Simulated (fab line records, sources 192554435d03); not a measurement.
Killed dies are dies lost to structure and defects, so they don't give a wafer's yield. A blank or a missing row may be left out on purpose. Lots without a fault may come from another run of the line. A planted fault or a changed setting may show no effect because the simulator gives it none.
fab line records | flow n5_finfet
record lots=7 wafers=39
route steps=1938 shown FIN_SAQP@98 STI_FIN_REVEAL@190 SD_EPI_N@288 BEOL_M0_CUTY@711 BEOL_M1@754
start_h: hours from the record's first day to the start of the lot's first wafer shown | wait_h: hours since the lot's step before | " the same as in the row above | L1.1+2: a row that stands for several wafers | - no value, or no start given | * or withheld: withheld | < > ~ a bound
route shown NAME@n: a module of which the file shows steps, and the number in the route of the first | usual: mean/standard deviation of fault-free wafers | same: alike in all rows | chamber/n: place in a boat | sites: the reading at each site | _std_site: their standard deviation | _edge_site: outer sites' mean less inner sites' | radius_mm: how far each site lies from the wafer's centre | mask NAME#n: copy n | behind: the tool/chamber that last shaped the wafer | hold: why the lot was held/for how many hours/how that ended | device: the transistor (n, p or np) that didn't switch | end of line: the same wafers' tests at the end of the route | a step without rows: its recipe alone | killed: dies lost to structure and defects at the first sort, not the wafer's yield | map: a wafer's dies, x killed, . not, _ none there
set.NAME: the setting as run; set.NAME@STEP: as run at that earlier step | model.NAME: the simulator's own value behind a step, which no gauge read
lots whose settings were changed on purpose; a table a step, a row a wafer
## steps
# step N5_FIN_SAQP_PECVD_47
# recipe material=a-Si target_thk_a=450 temp_c=400 precursor=SiH4/He pressure_torr=3 rf_w=100 time_s=36.3
# columns lot.wafer tool chamber start_h wait_h set.time_s model.a-Si_of_FIN_SAQP_PECVD_47.thk_nm
L074.1 pecvd-04 2 21.77 0.0 22.69 27.33
L074.2 " 0 " " 22.69 27.76
L074.3 " 1 " " 36.3 45.08
L074.4 " 0 " " 36.3 45.65
L074.5 " 1 " " 36.3 46.15
L074.6 " 2 " " 22.69 27.29
L075.1 pecvd-02 2 26.71 0.0 36.3 44.2
L075.2 " 0 " " 36.3 44.58
L075.3 " 1 " " 26.06 32.16
L075.4 " 0 " " 26.06 32.36
L075.5 " 2 " " 26.06 31.9
L075.6 " 1 " " 36.3 45.49
L082.1 pecvd-03 2 69.70 0.0 36.3 45.18
L082.2 " 0 " " 36.3 44.94
L082.3 " 1 " " 36.3 45.1
L082.4 " 0 " " 36.3 45.97
L082.5 " 2 " " 36.3 45.69
L082.6 " 1 " " 36.3 45.35
L083.1 pecvd-02 1 77.04 0.0 53.24 65.58
L083.2 " 2 " " 36.3 44.39
L083.3 " 0 " " 53.24 65.62
L083.4 " 2 " " 36.3 44.89
L083.5 " 0 " " 36.3 45.44
L083.6 " 1 " " 53.24 66.6
L084.4 pecvd-04 1 81.16 0.1 36.3 46.11
L084.5 " 0 " " 36.3 45.65
L084.6 " 2 " " 36.3 45.42
L094.1 pecvd-02 0 140.68 0.0 36.3 44.76
L094.2 " 2 " " 36.3 44.07
L094.3 " 0 " " 36.3 45.21
L094.4 " 2 " " 36.3 44.98
L094.5 " 0 " " 36.3 45.19
L094.6 " 2 " " 36.3 45.05
L097.1 pecvd-04 0 159.49 0.0 56.31 70.96
L097.2 " 1 " " 36.3 45.23
L097.3 " 2 " " 36.3 44.65
L097.4 " 1 " " 56.31 71.18
L097.5 " 0 " " 56.31 71.19
L097.6 " 2 " " 36.3 44.83
# step N5_FIN_SAQP_PECVD_48
# recipe material=SiNx target_thk_a=250 temp_c=400 precursor=SiH4/NH3/N2 pressure_torr=1.5 rf_w=300 time_s=22.1
# step N5_FIN_SAQP_PECVD_06
# recipe material=a-Si target_thk_a=600 temp_c=400 precursor=SiH4/He pressure_torr=3 rf_w=100 time_s=48.1
# step N5_FIN_SAQP_ETCH_57
# recipe chemistry=CH3F/O2 target=SiNx mask_material=SiO2 target_depth_a=325 time_s=46.4 pressure_mtorr=30 source_w=395 bias_w=73 Ar_flow_sccm=150 CH3F_flow_sccm=30 O2_flow_sccm=20 ion_energy_ev=120 ends=cleared
# step N5_FIN_SAQP_ETCH_65
# recipe chemistry=CF4 target=SiO2 target_depth_a=40 ion_energy_ev=350 time_s=4.4 pressure_mtorr=10 icp_w=800 bias_w=400 cf4_flow_sccm=80
# step N5_FIN_SAQP_MANDREL_ETCH_58
# recipe chemistry=HBr/Cl2 target=a-Si target_depth_a=450 bt_time_s=10 stop_on=SiNx mask_material=SiO2 over_etch_frac=0.8 time_s=27 pressure_mtorr=10 icp_w=800 bias_w=75 HBr_flow_sccm=150 Cl2_flow_sccm=80 ends=end_point
# usual oes_product_au=0.696/0.011
# columns lot.wafer tool chamber start_h wait_h set.time_s@FIN_SAQP_PECVD_47 oes_product_au model.etch.depth_nm
L074.1 rie_si-06 0 26.48 0.0 22.69 0.542 27.33
L074.2 " 2 " " 22.69 0.546 27.76
L074.3 " 1 " " 36.3 0.686 45.08
L074.4 " 3 " " 36.3 0.698 45.65
L074.5 " 3 " " 36.3 0.698 46.15
L074.6 " 0 " " 22.69 0.553 27.29
L075.1 rie_si-02 2 30.65 0.0 36.3 0.677 44.2
L075.2 " 3 " " 36.3 0.707 44.58
L075.3 " 1 " " 26.06 0.601 32.16
L075.4 " 0 " " 26.06 0.590 32.36
L075.5 " 3 " " 26.06 0.592 31.9
L075.6 " 0 " " 36.3 0.693 45.49
L082.1 rie_si-05 2 72.75 0.0 36.3 0.697 45.18
L082.2 " 0 " " 36.3 0.700 44.94
L082.3 " 3 " " 36.3 0.704 45.1
L082.4 " 0 " " 36.3 0.716 45.97
L082.5 " 2 " " 36.3 0.714 45.69
L082.6 " 3 " " 36.3 0.699 45.35
L083.1 rie_si-05 1 80.58 0.0 53.24 0.854 65.58
L083.2 " 2 " " 36.3 0.694 44.39
L083.3 " 0 " " 53.24 0.869 65.62
L083.4 " 3 " " 36.3 0.714 44.89
L083.5 " 2 " " 36.3 0.704 45.44
L083.6 " 1 " " 53.24 0.866 66.6
L084.4 rie_si-02 3 83.98 0.0 36.3 0.710 46.11
L084.5 " 0 " " 36.3 0.707 45.65
L084.6 " 1 " " 36.3 0.707 45.42
L094.1 rie_si-05 0 143.74 0.0 36.3 0.696 44.76
L094.2 " 1 " " 36.3 0.680 44.07
L094.3 " 3 " " 36.3 0.706 45.21
L094.4 " 2 " " 36.3 0.712 44.98
L094.5 " 1 " " 36.3 0.684 45.19
L094.6 " 2 " " 36.3 0.719 45.05
L097.1 rie_si-06 3 162.59 0.0 56.31 0.904 70.96
L097.2 " 0 " " 36.3 0.687 45.23
L097.3 " 1 " " 36.3 0.686 44.65
L097.4 " 2 " " 56.31 0.907 71.18
L097.5 " 3 " " 56.31 0.899 71.19
L097.6 " 2 " " 36.3 0.698 44.83
# step N5_STI_FIN_REVEAL_ETCHBACK_08
# recipe chemistry=C4F6/O2 target=SiO2 target_depth_a=305 time_s=10.167 ion_energy_ev=250 pressure_mtorr=30 source_w=345 bias_w=185 Ar_flow_sccm=300 C4F6_flow_sccm=10 O2_flow_sccm=10
# columns lot.wafer tool chamber start_h wait_h set.target_depth_a
L074.1+4+5 rie_diel-05 0,2,1 36.07 0.2 125.7
L074.2+3+6 " 1,2,0 " " 305
L075.1+2+4 rie_diel-04 1,3,3 40.63 0.4 305
L075.3+5+6 " 2,2,1 " " 447.8
L082.1+2+3 rie_diel-04 3,0,1 82.18 0.2 305
L082.4+5+6 " 2,3,0 " " 421.9
L083.1+2+3+4+5+6 rie_diel-02 1,0,3,2,1,0 89.64 0.2 305
L084.4+5+6 rie_diel-05 1,3,2 96.76 0.1 305
L094.1+4+6 rie_diel-02 2,1,1 154.83 0.2 305
L094.2+3+5 " 3,0,2 " " 486.8
L097.1+2+3+4+5+6 rie_diel-02 3,2,1,0,3,0 171.54 0.2 305
# step N5_STI_FIN_REVEAL_STRIP_24
# recipe chemistry=N2/H2 time_s=90 power_w=100 temp_c=40 pressure_mtorr=100 rf_frequency_hz=6e+07 bias_power_w=3 n2_flow_sccm=300 h2_flow_sccm=300
# step N5_STI_FIN_REVEAL_PRECLEAN_25
# recipe chemistry=SPM time_s=90 temp_c=120 mix=4:1
# step N5_STI_FIN_REVEAL_SRD_23
# recipe dry=ipa_marangoni time_s=30 temp_c=23 rinse_liquid=diw
# step N5_STI_FIN_REVEAL_FIN_H_MEAS_10
# usual trench_depth_nm=52.1/0.65
# columns lot.wafer tool chamber start_h wait_h set.target_depth_a@STI_FIN_REVEAL_ETCHBACK_08 trench_depth_nm
L074.1 ocd-01 - 39.11 0.0 125.7 34.2
L074.2 " - " " 305 52.4
L074.3 " - " " 305 51.8
L074.4 " - " " 125.7 34.0
L074.5 " - " " 125.7 34.3
L074.6 " - " " 305 51.6
L075.1 ocd-01 - 43.72 0.0 305 51.0
L075.2 " - " " 305 51.2
L075.3 " - " " 447.8 66.3
L075.4 " - " " 305 51.5
L075.5 " - " " 447.8 65.5
L075.6 " - " " 447.8 64.6
L082.1 ocd-01 - 85.21 0.0 305 52.1
L082.2 " - " " 305 52.4
L082.3 " - " " 305 52.2
L082.4 " - " " 421.9 64.7
L082.5 " - " " 421.9 64.6
L082.6 " - " " 421.9 64.2
L083.1 ocd-01 - 92.78 0.0 305 51.7
L083.2 " - " " 305 53.3
L083.3 " - " " 305 50.9
L083.4 " - " " 305 52.5
L083.5 " - " " 305 51.5
L083.6 " - " " 305 52.0
L084.4 ocd-01 - 99.76 0.0 305 52.3
L084.5 " - " " 305 51.9
L084.6 " - " " 305 51.0
L094.1 ocd-02 - 157.78 0.0 305 52.0
L094.2 " - " " 486.8 69.5
L094.3 " - " " 486.8 71.9
L094.4 " - " " 305 52.3
L094.5 " - " " 486.8 70.2
L094.6 " - " " 305 53.2
L097.1 ocd-02 - 174.50 0.0 305 51.7
L097.2 " - " " 305 51.7
L097.3 " - " " 305 51.5
L097.4 " - " " 305 52.2
L097.5 " - " " 305 50.9
L097.6 " - " " 305 53.0
# step N5_SD_EPI_N_EPI_21
# recipe material=Si:P dopant=P temp_c=680 pressure_torr=255 time_s=690
# columns lot.wafer tool chamber start_h wait_h set.time_s model.Si-P_of_SD_EPI_N_EPI_21.thk_nm
L074.1 epi_rpcvd-03 0 52.04 0.1 454.7 41.4
L074.2 " 0 " " 690 59.2
L074.3 " 0 " " 454.7 41.6
L074.4 " 0 " " 690 58.4
L074.5 " 0 " " 690 58.8
L074.6 " 0 " " 454.7 42.2
L075.1+3 epi_rpcvd-02 0 56.63 0.2 690 59.8
L075.2+4+6 " 0 " " 690 59.6
L075.5 " 0 58.13 1.5 690 60.4
L082.1+2+4 epi_rpcvd-02 0 101.62 0.1 690 60.4
L082.3+6 " 0 " " 690 60.2
L082.5 " 0 " " 690 59.8
L083.1 epi_rpcvd-02 0 109.62 0.1 877.6 70.6
L083.2 " 0 " " 877.6 71
L083.3 " 0 " " 877.6 70.2
L083.4+5 " 0 " " 690 59
L083.6 " 0 " " 690 59.4
L084.4+5 epi_rpcvd-04 0 114.56 0.9 690 59.6
L084.6 " 0 " " 690 59.4
L094.1 epi_rpcvd-03 0 171.23 0.1 965.6 75.4
L094.2 " 0 " " 965.6 75.8
L094.3 " 0 " " 690 60
L094.4 " 0 " " 690 59.4
L094.5 " 0 " " 690 59.8
L094.6 " 0 " " 965.6 76.4
L097.1 epi_rpcvd-03 0 187.57 0.1 690 60.4
L097.2 " 0 " " 443.2 41.6
L097.3 " 0 " " 690 59.6
L097.4 " 0 " " 443.2 41
L097.5 " 0 " " 443.2 41.2
L097.6 " 0 " " 690 60.2
# step N5_SD_EPI_N_EPI_MEAS_23
# recipe mode=xrd
# usual thk_nm=59.2/1.2
# columns lot.wafer tool chamber start_h wait_h set.time_s@SD_EPI_N_EPI_21 thk_nm
L074.1 film_metro-02 - 53.76 1.5 454.7 42.4
L074.2 " - " " 690 57.8
L074.3 " - " " 454.7 39.8
L074.4 " - " " 690 59.1
L074.5 " - " " 690 58.6
L074.6 " - " " 454.7 40.4
L075.1 film_metro-02 - 58.91 1.9 690 60.9
L075.2 " - " " 690 59.7
L075.3 " - " " 690 58.5
L075.4 " - " " 690 58.7
L075.5 " - " " 690 58.6
L075.6 " - " " 690 59.6
L082.1 film_metro-01 - 103.34 1.4 690 61.3
L082.2 " - " " 690 59.2
L082.3 " - " " 690 59.5
L082.4 " - " " 690 61.0
L082.5 " - " " 690 60.8
L082.6 " - " " 690 59.6
L083.1 film_metro-01 - 111.34 1.4 877.6 70.8
L083.2 " - " " 877.6 70.6
L083.3 " - " " 877.6 68.8
L083.4 " - " " 690 59.1
L083.5 " - " " 690 59.6
L083.6 " - " " 690 60.9
L084.4 film_metro-02 - 115.44 0.6 690 59.8
L084.5 " - " " 690 59.5
L084.6 " - " " 690 58.5
L094.1 film_metro-01 - 172.95 1.4 965.6 75.3
L094.2 " - " " 965.6 77.7
L094.3 " - " " 690 59.9
L094.4 " - " " 690 59.3
L094.5 " - " " 690 60.4
L094.6 " - " " 965.6 76.1
L097.1 film_metro-02 - 189.30 1.5 690 60.4
L097.2 " - " " 443.2 42.8
L097.3 " - " " 690 59.0
L097.4 " - " " 443.2 40.1
L097.5 " - " " 443.2 41.7
L097.6 " - " " 690 60.7
# step N5_BEOL_M0_CUTY_DESCUM_61
# recipe chemistry=O2 time_s=7.9 source_power_w=50 bias_power_w=20 pressure_mtorr=20 rf_frequency_hz=2.712e+07 temp_c=40 resist=CAR-ArF-block o2_flow_sccm=225
# columns lot.wafer tool chamber start_h wait_h set.time_s model.CAR-ArF-block_of_BEOL_M0_CUTY_COAT_51.thk_nm
L074.1 rie_diel-04 2 117.91 0.1 7.9 144
L074.2 " 1 " " 7.9 143.4
L074.3 " 0 " " 7.9 143.8
L074.4 " 3 " " 12.07 141.6
L074.5 " 1 " " 12.07 141.8
L074.6 " 0 " " 12.07 141
L075.1+6 rie_diel-02 2,0 124.04 0.0 7.9 143.6
L075.2 " 0 " " 7.9 144.2
L075.3 " 3 " " 7.9 144
L075.4 " 1 " " 7.9 143.8
L075.5 " 3 " " 7.9 144.6
L082.1 rie_diel-04 3 165.73 0.1 7.9 143.2
L082.2+3 " 0,2 " " 5.762 144.2
L082.4 " 1 " " 7.9 142.8
L082.5 " 1 " " 5.762 144.4
L082.6 " 0 " " 7.9 143.4
L083.1 rie_diel-04 0 172.20 0.0 4.555 145.8
L083.2+6 " 3,1 " " 7.9 143.6
L083.3 " 2 " " 4.555 145.6
L083.4 " 1 " " 4.555 145.4
L083.5 " 0 " " 7.9 143.2
L084.4+5 rie_diel-04 3,1 177.07 0.2 7.9 143.6
L084.6 " 0 " " 7.9 144
L094.1 rie_diel-05 2 231.94 0.0 7.9 142.6
L094.2 " 0 " " 5.387 144
L094.3+5 " 1,0 " " 7.9 143
L094.4 " 2 " " 5.387 144.2
L094.6 " 1 " " 5.387 144.4
L097.1 rie_diel-05 1 249.02 0.0 7.9 143.8
L097.2 " 3 " " 7.9 143.4
L097.3 " 2 " " 6.584 144.6
L097.4 " 0 " " 7.9 144
L097.5 " 2 " " 6.584 144.4
L097.6 " 1 " " 6.584 144.8
# step N5_BEOL_M0_CUTY_ETCH_62
# recipe chemistry=CF4 target=SiARC mask_material=CAR-ArF-block time_s=58.5 ion_energy_ev=80 pressure_mtorr=40 source_w=545 bias_w=36 Ar_flow_sccm=100 cf4_flow_sccm=100 ends=cleared
# columns lot.wafer tool chamber start_h wait_h set.time_s@BEOL_M0_CUTY_DESCUM_61 model.CAR-ArF-block_of_BEOL_M0_CUTY_COAT_51.thk_nm
L074.1 rie_diel-04 2 117.94 0.0 7.9 119
L074.2 " 1 " " 7.9 118.4
L074.3 " 0 " " 7.9 118.8
L074.4 " 3 " " 12.07 116.4
L074.5 " 1 " " 12.07 116.6
L074.6 " 0 " " 12.07 116
L075.1 rie_diel-02 2 124.08 0.0 7.9 118.4
L075.2 " 0 " " 7.9 119.2
L075.3+4 " 3,1 " " 7.9 118.8
L075.5 " 3 " " 7.9 119.4
L075.6 " 0 " " 7.9 118.6
L082.1 rie_diel-04 3 165.76 0.0 7.9 118.2
L082.2+3+5 " 0,2,1 " " 5.762 119.2
L082.4 " 1 " " 7.9 117.8
L082.6 " 0 " " 7.9 118.4
L083.1 rie_diel-04 0 172.23 0.0 4.555 120.8
L083.2+6 " 3,1 " " 7.9 118.4
L083.3 " 2 " " 4.555 120.6
L083.4 " 1 " " 4.555 120.2
L083.5 " 0 " " 7.9 118.2
L084.4 rie_diel-04 3 177.11 0.0 7.9 118.4
L084.5 " 1 " " 7.9 118.6
L084.6 " 0 " " 7.9 118.8
L094.1 rie_diel-05 2 231.97 0.0 7.9 117.4
L094.2+4 " 0,2 " " 5.387 119
L094.3 " 1 " " 7.9 117.8
L094.5 " 0 " " 7.9 118
L094.6 " 1 " " 5.387 119.2
L097.1+4 rie_diel-05 1,0 249.06 0.0 7.9 118.8
L097.2 " 3 " " 7.9 118.4
L097.3 " 2 " " 6.584 119.6
L097.5 " 2 " " 6.584 119.4
L097.6 " 1 " " 6.584 119.8
# step N5_BEOL_M1_HM_DEP_02
# recipe material=TiN target_thk_a=200 temp_c=25 chamber_pressure_pa=0.49996
# columns lot.wafer tool chamber start_h wait_h set.target_thk_a model.TiN_of_BEOL_M1_HM_DEP_02.thk_nm
L074.1+2+5 pvd_sputter-01 - 128.96 1.4 200 19.8
L074.3 " - " " 161 16
L074.4 " - " " 161 15.6
L074.6 " - " " 161 15.8
L075.1+2+5 pvd_sputter-02 - 131.36 0.4 200 19.6
L075.3 " - " " 200 19.8
L075.4+6 " - " " 200 19.4
L082.1+3+4 pvd_sputter-03 - 173.38 3.7 200 19.8
L082.2 " - " " 315.7 31.6
L082.5+6 " - " " 315.7 31.4
L083.1 pvd_sputter-01 - 180.16 1.3 200 19.8
L083.2 " - " " 286.8 28.6
L083.3 " - " " 200 20
L083.4 " - " " 286.8 28.8
L083.5 " - " " 200 20.2
L083.6 " - " " 286.8 29
L084.4+5+6 pvd_sputter-03 - 184.81 0.7 200 19.8
L094.1 pvd_sputter-02 - 237.57 0.6 304.2 30.6
L094.2 " - " " 200 19.8
L094.3 " - " " 200 20.2
L094.4 " - " " 200 20
L094.5+6 " - " " 304.2 30.4
L097.1+2+6 pvd_sputter-01 - 254.69 0.0 200 20
L097.3+4+5 " - " " 268 26.8
# step N5_BEOL_M1_COAT_61
# recipe resist=SOC temp_c=250 time_s=60 spin_rpm=1500 resist_thk_nm=60
# step N5_BEOL_M1_COAT_62
# recipe resist=SiARC temp_c=220 time_s=60 spin_rpm=1500 resist_thk_nm=12
# step N5_BEOL_M1_STRIP_75
# recipe chemistry=N2/H2 temp_c=40 n2_flow_sccm=200 h2_flow_sccm=200 rf_frequency_hz=6e+07
# step N5_BEOL_M1_STRIP_66
# recipe chemistry=CF4 resist=SiARC power_w=300 bias_power_w=75 pressure_mtorr=50 cf4_flow_sccm=150 rf_frequency_hz=6e+07
# step N5_BEOL_M1_HM_OPEN_17
# recipe chemistry=Cl2/BCl3 target_depth_a=200 overetch_a=60 target=TiN mask_material=SOC ion_energy_ev=150 pressure_mtorr=10 icp_w=1000 bias_w=126 Cl2_flow_sccm=53.25 bcl3_flow_sccm=21.75 Ar_flow_sccm=25
# columns lot.wafer tool chamber start_h wait_h set.target_thk_a@BEOL_M1_HM_DEP_02 model.etch.depth_nm
L074.1 rie_metal-01 0 129.85 0.0 200 19.81
L074.2 " 1 " " 200 19.85
L074.3 " 1 " " 161 15.97
L074.4 " 0 " " 161 15.65
L074.5 " 1 " " 200 19.71
L074.6 " 0 " " 161 15.81
L075.1 rie_metal-01 1 132.12 0.0 200 19.69
L075.2 " 0 " " 200 19.64
L075.3 " 0 " " 200 19.73
L075.4 " 1 " " 200 19.49
L075.5 " 1 " " 200 19.62
L075.6 " 0 " " 200 19.39
L082.1 rie_metal-01 1 174.15 0.0 200 19.84
L082.2 " 0 " " 315.7 26.18
L082.3 " 1 " " 200 19.86
L082.4 " 0 " " 200 19.75
L082.5 " 1 " " 315.7 25.76
L082.6 " 0 " " 315.7 26.26
L083.1 rie_metal-03 1 181.05 0.0 200 19.85
L083.2 " 0 " " 286.8 26.46
L083.3 " 0 " " 200 20.06
L083.4 " 1 " " 286.8 25.7
L083.5 " 0 " " 200 20.2
L083.6 " 1 " " 286.8 25.83
L084.4 rie_metal-02 0 185.60 0.1 200 19.76
L084.5 " 1 " " 200 19.72
L084.6 " 0 " " 200 19.79
L094.1 rie_metal-02 1 238.47 0.0 304.2 25.95
L094.2 " 0 " " 200 19.83
L094.3 " 1 " " 200 20.23
L094.4 " 0 " " 200 20.04
L094.5 " 0 " " 304.2 26.39
L094.6 " 1 " " 304.2 25.85
L097.1 rie_metal-02 1 255.50 0.0 200 19.98
L097.2 " 0 " " 200 19.94
L097.3 " 1 " " 268 25.61
L097.4 " 0 " " 268 26.28
L097.5 " 0 " " 268 26.2
L097.6 " 1 " " 200 20.08
# step N5_BEOL_M1_STRIP_19
# recipe chemistry=O2 power_w=400 temp_c=40 pressure_mtorr=30 rf_frequency_hz=6e+07 bias_power_w=0 overash_fraction=0.2 o2_flow_sccm=225
# step N5_BEOL_M1_ETCH_41
# recipe chemistry=CH3F/O2 target=SiCN target_depth_a=319 taper_deg=2 time_s=57.8 ion_energy_ev=120 mask_material=TiN pressure_mtorr=30 source_w=395 bias_w=75 Ar_flow_sccm=150 CH3F_flow_sccm=30 O2_flow_sccm=20
# step N5_BEOL_M1_STRIP_97
# recipe chemistry=N2/H2 time_s=10 power_w=450 temp_c=40 pressure_mtorr=20 rf_frequency_hz=6e+07 bias_power_w=7 n2_flow_sccm=200 h2_flow_sccm=200
# step N5_BEOL_M1_OCD_MEAS_38
# usual trench_depth_nm=55.2/0.82
# columns lot.wafer tool chamber start_h wait_h set.target_thk_a@BEOL_M1_HM_DEP_02 trench_depth_nm
L074.1 ocd-01 - 133.38 - 200 55.2
L074.2 " - " " 200 57.1
L074.3 " - " " 161 57.1
L074.4 " - " " 161 55.2
L074.5 " - " " 200 55.4
L074.6 " - " " 161 53.9
L075.1 ocd-02 - 133.75 - 200 55.1
L075.2 " - " " 200 54.3
L075.3 " - " " 200 56.2
L075.4 " - " " 200 56.1
L075.5 " - " " 200 55.6
L075.6 " - " " 200 56.9
L082.1 ocd-01 - 177.10 - 200 56.4
L082.2 " - " " 315.7 0.4
L082.3 " - " " 200 55.7
L082.4 " - " " 200 56.0
L082.5 " - " " 315.7 0.0
L082.6 " - " " 315.7 0.7
L083.1 ocd-01 - 191.42 - 200 54.2
L083.2 " - " " 286.8 35.5
L083.3 " - " " 200 54.8
L083.4 " - " " 286.8 14.3
L083.5 " - " " 200 54.2
L083.6 " - " " 286.8 15.4
L084.4 ocd-01 - 196.02 - 200 54.6
L084.5 " - " " 200 55.3
L084.6 " - " " 200 53.7
L094.1 ocd-02 - 241.96 - 304.2 2.1
L094.2 " - " " 200 54.9
L094.3 " - " " 200 55.7
L094.4 " - " " 200 56.2
L094.5 " - " " 304.2 4.1
L094.6 " - " " 304.2 1.1
L097.1 ocd-01 - 259.17 - 200 56.8
L097.2 " - " " 200 54.6
L097.3 " - " " 268 51.4
L097.4 " - " " 268 55.4
L097.5 " - " " 268 55.8
L097.6 " - " " 200 55.6
## key
split step=N5_FIN_SAQP_PECVD_47 setting=time_s stated=36.3 by=wafer
response step=N5_FIN_SAQP_PECVD_47 reading=model.a-Si_of_FIN_SAQP_PECVD_47.thk_nm change=+0.467 per=1% r=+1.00
response step=N5_FIN_SAQP_MANDREL_ETCH_58 reading=oes_product_au change=+0.0037 per=1% r=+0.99
response step=N5_FIN_SAQP_MANDREL_ETCH_58 reading=model.etch.depth_nm change=+0.467 per=1% r=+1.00
split step=N5_STI_FIN_REVEAL_ETCHBACK_08 setting=target_depth_a stated=305 by=wafer
response step=N5_STI_FIN_REVEAL_FIN_H_MEAS_10 reading=trench_depth_nm change=+0.305 per=1% r=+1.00
split step=N5_SD_EPI_N_EPI_21 setting=time_s stated=690 by=wafer
response step=N5_SD_EPI_N_EPI_21 reading=model.Si-P_of_SD_EPI_N_EPI_21.thk_nm change=+0.463 per=1% r=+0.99
response step=N5_SD_EPI_N_EPI_MEAS_23 reading=thk_nm change=* per=1% r=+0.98
split step=N5_BEOL_M0_CUTY_DESCUM_61 setting=time_s stated=7.9 by=wafer
response step=N5_BEOL_M0_CUTY_DESCUM_61 reading=model.CAR-ArF-block_of_BEOL_M0_CUTY_COAT_51.thk_nm change=-0.0451 per=1% r=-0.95
response step=N5_BEOL_M0_CUTY_ETCH_62 reading=model.CAR-ArF-block_of_BEOL_M0_CUTY_COAT_51.thk_nm change=-0.0465 per=1% r=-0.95
split step=N5_BEOL_M1_HM_DEP_02 setting=target_thk_a stated=200 by=wafer
response step=N5_BEOL_M1_HM_DEP_02 reading=model.TiN_of_BEOL_M1_HM_DEP_02.thk_nm change=+0.202 per=1% r=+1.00
response step=N5_BEOL_M1_HM_OPEN_17 reading=model.etch.depth_nm change=+0.128 per=1% r=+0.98
response step=N5_BEOL_M1_OCD_MEAS_38 reading=trench_depth_nm shape=bent at_lowest=55.4 at_stated=55.4 at_highest=0.4
